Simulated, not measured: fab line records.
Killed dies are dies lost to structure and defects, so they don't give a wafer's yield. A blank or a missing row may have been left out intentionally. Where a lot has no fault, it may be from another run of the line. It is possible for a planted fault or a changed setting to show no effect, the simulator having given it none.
Lot-split experiment ; flow n5 finfet ; route with 1938 steps; 7 lots, 39 wafers read

SPLIT DETAILS
At N5_MOL_CONTACT_COAG_ETCHBACK_136 (etches SiO2 in CHF3, target depth 25 nm, time 16.7 s), the setting target depth a was moved away from the recipe's 250 angstrom on 15 of the 39 wafers read, by -12.9% to +13.1%. For the rest of the wafers, this setting stayed at what the recipe calls for.

FROM THE SPLIT TO THE READING: what the file shows between them, 1 step
- N5_MOL_CONTACT_COAG_STRIP_120: strips in CHF3

THE READING
MOL_CONTACT_COAG.feature depth nm (the simulator's own value, which no gauge read), in nm, at N5_MOL_CONTACT_COAG_VIA_ETCH_117 (etches SiO2 in C4F6/O2, target depth 40 nm, overetch 8 nm, time 26 s). The file does not state a usual value for it. The 24 wafers here that ran the recipe average 40.0 nm, standard deviation 0.39 nm.

wafer;tool, chamber at the split;target depth a as run, angstrom;against the recipe;MOL_CONTACT_COAG.feature depth nm, nm;against lot-mates on the recipe
L074.1;rie diel-01, 1,1,0;250;recipe;40.2;-
L074.2;rie diel-01, 2,0,2;217.7;-12.9%;43.6;+3.7
L074.3;rie diel-01, 2,0,2;217.7;-12.9%;42.6;+2.7
L074.4;rie diel-01, 2,0,2;217.7;-12.9%;43.2;+3.3
L074.5;rie diel-01, 1,1,0;250;recipe;40.2;-
L074.6;rie diel-01, 1,1,0;250;recipe;39.4;-
L075.2;rie diel-02, 1,0,1;250;recipe;40.4;-
L075.5;rie diel-02, 1,0,1;250;recipe;39.8;-
L075.6;rie diel-02, 1,0,1;250;recipe;40.4;-
L077.1;rie diel-01, 3,0,0;250;recipe;39.6;-
L077.2;rie diel-01, 3,0,0;250;recipe;39.6;-
L077.3;rie diel-01, 1,2,1;235.1;-6.0%;42;+2.3
L077.4;rie diel-01, 1,2,1;235.1;-6.0%;41.8;+2.1
L077.5;rie diel-01, 3,0,0;250;recipe;39.8;-
L077.6;rie diel-01, 1,2,1;235.1;-6.0%;41.6;+1.9
L078.1;rie diel-02, 1,3,2,0,0,1;250;recipe;40.4;-
L078.2;rie diel-02, 1,3,2,0,0,1;250;recipe;40.4;-
L078.3;rie diel-02, 1,3,2,0,0,1;250;recipe;39.4;-
L078.4;rie diel-02, 1,3,2,0,0,1;250;recipe;40.2;-
L078.5;rie diel-02, 1,3,2,0,0,1;250;recipe;40;-
L078.6;rie diel-02, 1,3,2,0,0,1;250;recipe;40.4;-
L086.1;rie diel-06, 1,3,2;250;recipe;40.2;-
L086.4;rie diel-06, 1,3,2;250;recipe;40.2;-
L086.2;rie diel-06, 0,2,3;233.3;-6.7%;40.8;+0.7
L086.3;rie diel-06, 0,2,3;233.3;-6.7%;41.4;+1.3
L086.5;rie diel-06, 1,3,2;250;recipe;39.8;-
L086.6;rie diel-06, 0,2,3;233.3;-6.7%;41.8;+1.7
L087.1;rie diel-06, 3,1,0;250;recipe;40.6;-
L087.2;rie diel-06, 2,0,3;282.7;+13.1%;36.4;-3.6
L087.3;rie diel-06, 2,0,3;282.7;+13.1%;36;-4.0
L087.4;rie diel-06, 3,1,0;250;recipe;40.2;-
L087.5;rie diel-06, 3,1,0;250;recipe;39.2;-
L087.6;rie diel-06, 2,0,3;282.7;+13.1%;37.8;-2.2
L093.1;rie diel-01, 1,0,3;250;recipe;40.2;-
L093.2;rie diel-01, 2,3,2;263.3;+5.3%;39;-0.8
L093.3;rie diel-01, 2,3,2;263.3;+5.3%;38.2;-1.6
L093.4;rie diel-01, 1,0,3;250;recipe;39.6;-
L093.5;rie diel-01, 2,3,2;263.3;+5.3%;39.4;-0.4
L093.6;rie diel-01, 1,0,3;250;recipe;39.6;-
When a row names more than one chamber, that row covers several wafers, and the file does not tell which wafer ran in which chamber.

FIT RESULTS
A straight line over all 39 wafers: MOL_CONTACT_COAG.feature depth nm changes by -0.244 nm for each +1% of target depth a; r = -0.95; the points scatter about the line by 0.46 nm.
The same after taking each lot's own level away (the mean of its wafers on the recipe; 39 wafers): -0.246 nm for each +1%; r = -0.95; scatter 0.48 nm.
The reading moves by 3.2 nm for the largest change in target depth a, on that fit.
Measured against the standard deviation above, the lots' own levels, which go from 39.67 to 40.20 nm, span 1.4 times it.
The two slopes agree, so the slope changes little with the lot-to-lot level.
Check: -3.08 nm against its lot-mates is what the line predicts for one of the wafers moved furthest among these (+13.1%) when that wafer is left out of the fit. It came out at -3.6 nm against them.

OTHER SPLITS ON THESE WAFERS
These wafers also went through other splits before the reading. Each is held against what the fit with the lots' levels taken away leaves over:
other split on the same wafers;wafers away from the commonest value;r with MOL_CONTACT_COAG.feature depth nm (lot level and that fit taken away)
N5_FIN_CUT_ETCH_21 bias w;15;-0.15
N5_DUMMY_GATE_ETCH_37 source w;15;-0.12
N5_DUMMY_GATE_ETCH_42 bias w;9;+0.11
N5_SD_EPI_P_ETCH_37 source w;18;-0.03

THE WHOLE CHAIN: every reading that the file lists as answering this split, in the file's order
step;what it does;reading;change (the file's fit);r (the file's)
N5_MOL_CONTACT_COAG_VIA_ETCH_117;etches SiO2 in C4F6/O2, target depth 40 nm, overetch 8 nm, time 26 s;etch.depth nm (the simulator's own value, which no gauge read);-0.246 nm for each +1% of the setting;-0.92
N5_MOL_CONTACT_COAG_VIA_ETCH_117;etches SiO2 in C4F6/O2, target depth 40 nm, overetch 8 nm, time 26 s;MOL_CONTACT_COAG.feature depth nm (the simulator's own value, which no gauge read);-0.247 nm for each +1% of the setting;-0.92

FILE'S OWN FIT
MOL_CONTACT_COAG.feature depth nm changes by -0.247 nm for each +1% of target depth a, r = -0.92.
